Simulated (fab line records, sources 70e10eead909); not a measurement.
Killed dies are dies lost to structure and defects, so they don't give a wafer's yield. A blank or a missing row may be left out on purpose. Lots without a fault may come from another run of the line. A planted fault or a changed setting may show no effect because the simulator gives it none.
fab line records | flow nand_harc
record lots=6 wafers=18 last_day=26
route steps=1159 shown A_SGD_CUT@767 A_SLIT@779 END@1159
lots that met no fault: from a run of the same line without faults
start_h: hours from the record's first day to the start of the lot's first wafer shown | wait_h: hours since the lot's step before | " the same as in the row above | L1.1+2: a row that stands for several wafers | - no value, or no start given | * or withheld: withheld | < > ~ a bound
route shown NAME@n: a module of which the file shows steps, and the number in the route of the first | usual: mean/standard deviation of fault-free wafers | same: alike in all rows | chamber/n: place in a boat | sites: the reading at each site | _std_site: their standard deviation | _edge_site: outer sites' mean less inner sites' | radius_mm: how far each site lies from the wafer's centre | mask NAME#n: copy n | behind: the tool/chamber that last shaped the wafer | hold: why the lot was held/for how many hours/how that ended | device: the transistor (n, p or np) that didn't switch | end of line: the same wafers' tests at the end of the route | a step without rows: its recipe alone | killed: dies lost to structure and defects at the first sort, not the wafer's yield | map: a wafer's dies, x killed, . not, _ none there
set.NAME: the setting as run; set.NAME@STEP: as run at that earlier step | model.NAME: the simulator's own value behind a step, which no gauge read
lots at some steps of the route; a table a step, a row a wafer
services: from which hour (start_h, from the record's first day; less than 0 if before it) a tool's chamber was out of use, for how many hours, and why
## steps
# step NHARC_A_SGD_CUT_STRIP_17
# recipe o2_flow_sccm=500 ar_flow_sccm=0 bias_w=0 chemistry=O2
# usual drypump_motor_current_A=5.8/0.4 oes_product_au=1.001/0.012 rf_vpp_V=57.7/0.85 showerhead_plenum_p_Torr=3.50/0.12 throttle_valve_pct=17.037/0.0085
# columns lot.wafer tool chamber start_h wait_h drypump_motor_current_A oes_product_au rf_hours_counter_h rf_vpp_V showerhead_plenum_p_Torr throttle_valve_pct
L947.3 rie_diel-02 0 - - 6.0 1.019 11 58.1 3.72 17.031
L947.6 " 0 " " 6.0 1.011 - 57.7 3.72 17.017
L947.5 " 1 " " 6.3 0.991 - 57.9 3.59 17.045
L952.2 rie_diel-07 2 - - 6.1 1.014 10 57.6 3.42 17.049
L952.1 " 3 " " 6.3 0.998 11 58.3 3.44 17.043
L952.5 " 2 " " 6.2 1.001 - 57.6 3.42 17.028
L954.3 rie_diel-07 1 366.75 0.1 5.8 1.011 11 58.7 3.29 17.039
L954.1 " 2 " " 6.1 1.000 11 57.6 3.42 17.049
L954.2 " 3 " " 6.3 0.994 12 57.7 3.44 17.050
L955.1 rie_diel-02 0 - - 6.0 0.996 2 59.9 3.72 17.027
L955.6 " 2 " " 5.1 0.991 - 60.1 3.57 17.026
L955.4 " 3 " " 5.5 0.999 - 57.3 3.63 17.033
L965.2 rie_diel-02 2 - - 5.2 0.989 8 57.5 3.57 17.029
L965.1 " 3 " " 5.5 0.981 8 58.8 3.62 17.050
L965.6 " 2 " " 5.2 0.992 - 57.3 3.57 17.043
L968.1 rie_diel-10 0 - - 5.7 1.013 9 57.8 3.48 17.047
L968.5 " 0 " " 5.7 1.007 - 58.1 3.48 17.039
L968.4 " 3 " " 5.6 0.986 - 57.3 3.49 17.050
# step NHARC_A_SGD_CUT_PRECLEAN_18
# recipe time_s=* temp_c=50 bath_age_min=0 chemistry=SC1
# step NHARC_A_SGD_CUT_SRD_19
# step NHARC_A_SGD_CUT_DEP_20
# recipe target_thk_a=1500 temp_c=65 material=SiO2
# step NHARC_A_SGD_CUT_ANNEAL_27
# recipe temp_c=450 time_s=1800
# step NHARC_A_SGD_CUT_CMP_21
# recipe target_thk_nm=148.19
# usual edge_zone_pressure_frac=0.999/0.0051 motor_current_A=11.9/1.1 time_to_endpoint_s=51.1/2.5
# columns lot.wafer tool chamber start_h wait_h edge_zone_pressure_frac motor_current_A time_to_endpoint_s
L947.3 cmp-02 3 321.62 0.4 1.002 13.1 51.3
L947.5 " 0 " " 1.007 9.7 50.1
L947.6 " 1 " " 1.001 13.4 48.1
L952.1 cmp-01 2 366.69 0.4 1.000 12.4 46.2
L952.2 " 0 " " 1.001 12.7 47.2
L952.5 " 2 " " 0.997 12.6 48.5
L954.2 cmp-01 0 372.01 0.4 0.996 12.3 50.6
L954.1 " 1 " " 0.995 11.9 54.9
L954.3 " 3 " " 1.001 11.0 51.0
L955.4 cmp-04 3 372.06 0.4 0.991 11.9 49.9
L955.1 " 0 " " 1.003 13.1 49.5
L955.6 " 2 " " 1.004 11.1 51.0
L965.1 cmp-02 0 435.97 0.4 1.002 9.6 52.3
L965.2 " 3 " " 1.006 13.0 50.9
L965.6 " 1 " " 1.004 13.0 52.3
L968.4 cmp-01 3 454.95 0.4 1.006 10.6 54.9
L968.1 " 0 " " 1.008 12.6 52.2
L968.5 " 3 " " 1.005 10.8 53.3
# step NHARC_A_SGD_CUT_THK_MEAS_22
# recipe thk_meas_gauge=ellipsometry
# usual thk_nm=148.1/1.3
# columns lot.wafer tool chamber start_h wait_h thk_nm
L947.3 film_metro-02 - 321.80 0.2 149.2
L947.5 " - " " 144.9
L947.6 " - " " 147.4
L952.1 film_metro-02 - 366.95 0.2 147.8
L952.2 " - " " 149.0
L952.5 " - " " 149.6
L955.1 film_metro-02 - 372.27 0.2 148.8
L955.4 " - " " 148.4
L955.6 " - " " 148.5
L954.1 film_metro-01 - 372.27 0.2 150.8
L954.2 " - " " 148.7
L954.3 " - " " 150.4
L965.1 film_metro-01 - 436.23 0.2 149.2
L965.2 " - " " 146.8
L965.6 " - " " 146.8
L968.1 film_metro-01 - 455.18 0.2 145.5
L968.4 " - " " 148.1
L968.5 " - " " 146.8
# step NHARC_A_SGD_CUT_SRD_23
# step NHARC_A_SGD_CUT_ETCH_26
# recipe target_depth_a=458 chemistry=dHF material=SiO2
# step NHARC_A_SGD_CUT_ETCHBACK_24
# recipe target_depth_a=500 over_etch_frac=0.3 time_s=92.857 ion_energy_ev=120 ch3f_flow_sccm=50 o2_flow_sccm=30 ar_flow_sccm=200 rf_w=500 bias_w=100 chemistry=CH3F/O2
# usual drypump_motor_current_A=5.8/0.41 oes_product_au=0.98/0.032 rf_vpp_V=244.5/1.5 showerhead_plenum_p_Torr=2.46/0.088 throttle_valve_pct=20.663/0.0089
# columns lot.wafer tool chamber start_h wait_h drypump_motor_current_A oes_product_au rf_hours_counter_h rf_vpp_V showerhead_plenum_p_Torr throttle_valve_pct
L947.3 rie_diel-10 1 322.06 0.2 5.2 0.91 13 242.7 2.36 20.666
L947.5 " 2 " " 6.5 0.93 - 246.3 2.50 20.672
L947.6 " 3 " " 5.6 0.92 - 242.1 2.43 20.655
L952.1 rie_diel-02 2 367.25 0.2 5.1 1.00 2 245.3 2.49 20.663
L952.2 " 3 " " 5.5 0.99 2 248.3 2.53 20.663
L952.5 " 3 " " 5.5 1.01 - 245.5 2.53 20.665
L955.1 rie_diel-02 3 372.51 0.2 5.5 0.92 2 244.5 2.53 20.670
L955.6 " 3 " " 5.5 0.92 - 247.1 2.53 20.665
L955.4 " 0 " " 5.9 0.93 - 245.7 2.60 20.656
L954.2 rie_diel-02 3 372.60 0.2 5.5 1.00 2 247.3 2.53 20.641
L954.1 " 0 " " 6.0 0.99 2 245.4 2.60 20.676
L954.3 " 2 " " 5.2 0.98 2 244.5 2.49 20.660
L965.2 rie_diel-07 1 436.45 0.1 5.8 1.01 1 241.8 2.28 20.648
L965.1 " 2 " " 6.1 1.01 1 243.8 2.38 20.668
L965.6 " 2 " " 6.1 1.00 - 243.8 2.38 20.652
L968.1 rie_diel-07 0 455.47 0.2 5.8 1.01 4 243.3 2.40 20.663
L968.4 " 1 " " 5.8 1.01 4 241.4 2.28 20.656
L968.5 " 3 " " 6.3 1.01 - 242.8 2.39 20.668
# step NHARC_A_SGD_CUT_STRIP_28
# recipe time_s=20 o2_flow_sccm=500 ar_flow_sccm=0 bias_w=0 chemistry=O2
# usual drypump_motor_current_A=5.8/0.43 oes_product_au=0.998/0.01 rf_vpp_V=57.7/0.9 showerhead_plenum_p_Torr=3.53/0.12 throttle_valve_pct=17.036/0.009
# columns lot.wafer tool chamber start_h wait_h drypump_motor_current_A oes_product_au rf_hours_counter_h rf_vpp_V showerhead_plenum_p_Torr throttle_valve_pct
L947.3 rie_diel-10 3 322.19 0.1 5.6 0.997 14 58.2 3.49 17.053
L947.5 " 1 " " 5.2 0.977 - 58.6 3.40 17.034
L947.6 " 2 " " 6.5 1.011 - 57.8 3.59 17.032
L952.1 rie_diel-02 0 367.43 0.2 6.0 0.990 2 58.1 3.72 17.033
L952.2 " 2 " " 5.1 0.990 2 58.2 3.57 17.038
L952.5 " 3 " " 5.5 0.994 - 57.3 3.63 17.033
L955.4 rie_diel-02 3 372.72 0.1 5.5 1.002 2 59.0 3.63 17.035
L955.1 " 0 " " 6.0 1.004 2 57.9 3.72 17.041
L955.6 " 3 " " 5.5 0.999 - 59.6 3.63 17.037
L954.2 rie_diel-02 3 372.78 0.2 5.5 0.994 2 57.6 3.63 17.033
L954.1 " 0 " " 6.0 0.988 3 59.0 3.72 17.027
L954.3 " 1 " " 6.4 0.995 2 56.0 3.59 17.038
L965.1 rie_diel-07 2 - - 6.2 1.007 1 58.0 3.42 17.046
L965.2 " 3 " " 6.3 1.002 1 57.3 3.43 17.036
L965.6 " 1 " " 5.8 1.008 - 57.5 3.29 17.029
L968.4 rie_diel-07 1 - - 5.8 0.995 4 56.7 3.29 17.033
L968.1 " 0 " " 5.9 1.002 4 57.7 3.45 17.022
L968.5 " 1 " " 5.8 0.997 - 56.2 3.29 17.043
# step NHARC_A_SGD_CUT_INSPECT_25
# usual raw_defect_count=318/83
# columns lot.wafer tool chamber start_h wait_h raw_defect_count
L947.3 defect_inspect-02 - 322.30 - 308
L947.5 " - " " 302
L947.6 " - " " 355
L952.1 defect_inspect-01 - 367.53 - 407
L952.2 " - " " 359
L952.5 " - " " 451
L955.1 defect_inspect-01 - 372.82 - 555
L955.4 " - " " 327
L955.6 " - " " 481
L954.1 defect_inspect-02 - 372.88 - 432
L954.2 " - " " 511
L954.3 " - " " 334
L965.1 defect_inspect-02 - 436.70 - 307
L965.2 " - " " 302
L965.6 " - " " 314
L968.1 defect_inspect-01 - 455.69 - 313
L968.4 " - " " 247
L968.5 " - " " 252
# step NHARC_A_SLIT_DEP_25
# recipe target_thk_a=2000 temp_c=400 pressure_torr=6.5 rf_w=900 teos_flow_sccm=161.4 flow_sccm=2650 target_thk_nm=200 gas=O2 material=SiO2
# usual chamber_pressure_Torr=6.502/0.014 flow_sccm=2650/8 heater_power_w=505/74 throttle_valve_pct=15.7/0.47
# columns lot.wafer tool chamber start_h wait_h chamber_pressure_Torr flow_sccm heater_power_w throttle_valve_pct
L947.3 pecvd-01 1 322.41 0.1 6.498 2637 289 14.7
L947.5 " 0 " " 6.510 2664 532 16.7
L947.6 " 1 " " 6.501 2661 295 14.9
L952.1 pecvd-03 0 367.60 0.1 6.512 2654 569 15.7
L952.2 " 2 " " 6.497 2662 546 15.9
L952.5 " 2 " " 6.513 2666 574 15.9
L954.3 pecvd-02 1 372.94 0.1 - - - -
L954.1 " 2 " " - - - -
L954.2 " 0 " " - - - -
L955.1 pecvd-03 1 372.97 0.1 - - - -
L955.4 " 0 " " - - - -
L955.6 " 1 " " - - - -
L965.2 pecvd-03 2 436.76 0.1 6.516 2649 477 16.3
L965.1 " 1 " " 6.478 2651 458 15.8
L965.6 " 2 " " 6.496 2655 487 15.8
L968.1 pecvd-03 1 455.84 0.1 6.506 2640 420 15.9
L968.4 " 2 " " 6.483 2634 501 15.8
L968.5 " 1 " " 6.504 2641 447 15.5
# step NHARC_A_SLIT_DEP_00
# recipe target_thk_a=32000 temp_c=400 material=aC
# usual susceptor_temp_C=399.98/0.22 throttle_valve_pct=34.999/0.0092
# columns lot.wafer tool chamber start_h wait_h susceptor_temp_C throttle_valve_pct
L947.3 acl_dep-03 0 324.60 - - 35.014
L947.5 " 0 " " - 34.989
L947.6 " 0 " " - 35.005
L952.1 acl_dep-02 0 368.75 - 399.46 35.020
L952.2 " 0 " " 399.72 35.004
L952.5 " 0 " " 399.66 35.018
L955.1 acl_dep-01 0 375.13 2.1 - 34.988
L955.4 " 0 " " - 34.994
L955.6 " 0 " " - 34.997
L954.1 acl_dep-03 0 376.37 3.3 399.80 34.985
L954.2 " 0 " " 400.25 35.005
L954.3 " 0 " " 400.12 34.984
L965.1 acl_dep-02 0 437.61 - - 34.983
L965.2 " 0 " " - 34.993
L965.6 " 0 439.23 - - 34.998
L968.1 acl_dep-01 0 456.73 - - 34.998
L968.4 " 0 " " - 35.016
L968.5 " 0 " " - 34.997
# step NHARC_END_SORT_01
# recipe temp_c=25
# usual killed_at_array=28/9.1 killed_at_other=0.6/0.87 killed_at_periphery=3.4/2.7 killed_dies=32/9 killed_open=3.2/1.9 killed_short=2.0/1.3
# same gross_dies=677
# columns lot.wafer tool chamber start_h wait_h killed_at_array killed_at_other killed_at_periphery killed_dies killed_open killed_short
L954.1 prober-02 0 502.02 2.5 677 0 0 677 2 0
L954.2 prober-02 0 502.83 2.8 677 0 0 677 8 0
L954.3 prober-02 0 503.64 3.1 676 0 1 677 2 2
L955.1 prober-02 0 533.32 2.5 673 0 4 677 4 3
L955.4 prober-02 0 535.69 3.4 670 1 6 677 5 1
L955.6 prober-02 0 537.28 4.0 673 1 3 677 7 2
# killed by level:class
L954.1 A_SLIT:area_dep=652 A_STAIRCASE:chamber_film_flake=10 A_CHANNEL_HOLE_D1:chamber_film_flake=7 A_CONTACT:chamber_film_flake=6 A_ONON_D1:geometric_particle:open=1 A_SGD_CUT:geometric_particle:open=1
L954.2 A_SLIT:area_dep=645 A_CHANNEL_HOLE_D1:chamber_film_flake=9 A_STAIRCASE:chamber_film_flake=8 A_CONTACT:chamber_film_flake=4 A_M0:geometric_particle:open=3 A_SLIT:chamber_film_flake=3 A_BLC:geometric_particle:open=2 A_ONON_D1:geometric_particle:open=1
L954.3 A_SLIT:area_dep=654 A_CHANNEL_HOLE_D1:chamber_film_flake=8 A_STAIRCASE:chamber_film_flake=7 A_CONTACT:chamber_film_flake=3 P_M1:geometric_particle:short=1 A_ONON_D1:geometric_particle:open=1 A_CONTACT:geometric_particle:open=1 A_M0:geometric_particle:short=1
L955.1 A_SLIT:area_dep=647 A_SLIT:chamber_film_flake=12 A_CHANNEL_HOLE_D1:chamber_film_flake=6 A_STAIRCASE:chamber_film_flake=2 P_M0:geometric_particle:short=1 P_M1:geometric_particle:open=1 A_CHANNEL_FILL_D1:geometric_particle:short=1 A_SLIT:geometric_particle:short=1
L955.4 A_SLIT:area_dep=637 A_SLIT:chamber_film_flake=22 A_CHANNEL_HOLE_D1:chamber_film_flake=3 P_M0:geometric_particle:open=2 A_CHANNEL_FILL_D1:chamber_film_flake=2 P_ZERO_WELL:chamber_film_flake=2 A_CHANNEL_HOLE_D1:geometric_particle:open=1 A_CHANNEL_FILL_D1:geometric_particle:open=1
L955.6 A_SLIT:area_dep=637 A_SLIT:chamber_film_flake=21 A_CHANNEL_HOLE_D1:chamber_film_flake=4 P_CONTACT:geometric_particle:open=2 A_CONTACT:geometric_particle:open=2 A_STAIRCASE:chamber_film_flake=2 A_CONTACT:chamber_film_flake=2 P_M1:geometric_particle:open=1
# map L954.1 (x killed, . not)
____________x____________
_________xxxxxxx_________
_______xxxxxxxxxxx_______
______xxxxxxxxxxxxx______
_____xxxxxxxxxxxxxxx_____
____xxxxxxxxxxxxxxxxx____
____xxxxxxxxxxxxxxxxx____
___xxxxxxxxxxxxxxxxxxx___
___xxxxxxxxxxxxxxxxxxx___
__xxxxxxxxxxxxxxxxxxxxx__
__xxxxxxxxxxxxxxxxxxxxx__
_xxxxxxxxxxxxxxxxxxxxxxx_
_xxxxxxxxxxxxxxxxxxxxxxx_
_xxxxxxxxxxxxxxxxxxxxxxx_
_xxxxxxxxxxxxxxxxxxxxxxx_
_xxxxxxxxxxxxxxxxxxxxxxx_
xxxxxxxxxxxxxxxxxxxxxxxxx
xxxxxxxxxxxxxxxxxxxxxxxxx
xxxxxxxxxxxxxxxxxxxxxxxxx
xxxxxxxxxxxxxxxxxxxxxxxxx
xxxxxxxxxxxxxxxxxxxxxxxxx
_xxxxxxxxxxxxxxxxxxxxxxx_
_xxxxxxxxxxxxxxxxxxxxxxx_
_xxxxxxxxxxxxxxxxxxxxxxx_
_xxxxxxxxxxxxxxxxxxxxxxx_
_xxxxxxxxxxxxxxxxxxxxxxx_
__xxxxxxxxxxxxxxxxxxxxx__
__xxxxxxxxxxxxxxxxxxxxx__
___xxxxxxxxxxxxxxxxxxx___
___xxxxxxxxxxxxxxxxxxx___
____xxxxxxxxxxxxxxxxx____
____xxxxxxxxxxxxxxxxx____
_____xxxxxxxxxxxxxxx_____
______xxxxxxxxxxxxx______
_______xxxxxxxxxxx_______
_________xxxxxxx_________
____________x____________
# map L955.1 (x killed, . not)
____________x____________
_________xxxxxxx_________
_______xxxxxxxxxxx_______
______xxxxxxxxxxxxx______
_____xxxxxxxxxxxxxxx_____
____xxxxxxxxxxxxxxxxx____
____xxxxxxxxxxxxxxxxx____
___xxxxxxxxxxxxxxxxxxx___
___xxxxxxxxxxxxxxxxxxx___
__xxxxxxxxxxxxxxxxxxxxx__
__xxxxxxxxxxxxxxxxxxxxx__
_xxxxxxxxxxxxxxxxxxxxxxx_
_xxxxxxxxxxxxxxxxxxxxxxx_
_xxxxxxxxxxxxxxxxxxxxxxx_
_xxxxxxxxxxxxxxxxxxxxxxx_
_xxxxxxxxxxxxxxxxxxxxxxx_
xxxxxxxxxxxxxxxxxxxxxxxxx
xxxxxxxxxxxxxxxxxxxxxxxxx
xxxxxxxxxxxxxxxxxxxxxxxxx
xxxxxxxxxxxxxxxxxxxxxxxxx
xxxxxxxxxxxxxxxxxxxxxxxxx
_xxxxxxxxxxxxxxxxxxxxxxx_
_xxxxxxxxxxxxxxxxxxxxxxx_
_xxxxxxxxxxxxxxxxxxxxxxx_
_xxxxxxxxxxxxxxxxxxxxxxx_
_xxxxxxxxxxxxxxxxxxxxxxx_
__xxxxxxxxxxxxxxxxxxxxx__
__xxxxxxxxxxxxxxxxxxxxx__
___xxxxxxxxxxxxxxxxxxx___
___xxxxxxxxxxxxxxxxxxx___
____xxxxxxxxxxxxxxxxx____
____xxxxxxxxxxxxxxxxx____
_____xxxxxxxxxxxxxxx_____
______xxxxxxxxxxxxx______
_______xxxxxxxxxxx_______
_________xxxxxxx_________
____________x____________
## services
# columns tool chamber start_h hours kind
pecvd-03 - 292.12 13.0 pm
pecvd-01 - 292.38 1.7 repair
acl_dep-01 - 293.48 13.0 pm
acl_dep-03 - 317.37 0.2 repair
rie_diel-10 0 319.42 20.1 repair
rie_diel-02 - 327.70 9.0 pm
cmp-02 - 330.29 4.0 pm
cmp-01 - 333.15 1.0 repair
cmp-01 - 334.97 0.8 repair
cmp-02 - 346.14 2.1 repair
acl_dep-02 - 348.98 13.0 pm
cmp-02 - 353.57 7.2 repair
cmp-01 - 357.89 0.5 repair
rie_diel-07 0 359.57 5.1 repair
rie_diel-02 1 361.99 10.7 repair
rie_diel-10 - 366.32 9.0 pm
cmp-01 - 375.50 4.0 pm
rie_diel-02 0 377.88 2.2 repair
rie_diel-07 - 405.23 9.0 pm
acl_dep-03 - 406.75 13.0 pm
acl_dep-01 - 416.95 16.5 repair
cmp-02 - 428.29 4.0 pm
rie_diel-10 1 447.99 3.9 repair
rie_diel-02 3 454.41 52.1 repair
## key
first_sign step=NHARC_A_SLIT_DEP_25 reading=tool_record direction=missing
effect step=NHARC_END_SORT_01 reading=killed_dies direction=up sigmas=72 usual=32 struck=677
more_kills_born_at NHARC_A_SLIT_DEP_25@pecvd-02=1951 NHARC_A_SLIT_DEP_25@pecvd-03=1921
met_at NHARC_A_SLIT_DEP_25
struck_wafers L954.1,L954.2,L954.3,L955.1,L955.4,L955.6
later_rows_left_out L954.1,L954.2,L954.3,L955.1,L955.4,L955.6
tester_left_out L954,L955
onset_between 367.60 372.94
fault kind=skipped_step_whole tool=pecvd-02,pecvd-03 chamber=- onset_h=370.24 steps=NHARC_A_SLIT_DEP_25 scope=struck_lots_only
# tester_left_out: of these lots the tester's yield and bins aren't shown, on N5 and GAA mostly nor the transistor test; their killed dies are dies lost to structure and defects alone, not to doping, threshold or leakage, so they don't give the yield
# later_rows_left_out: the simulator's readings of these wafers behind a module that went badly wrong aren't trusted and aren't shown, but for the sort
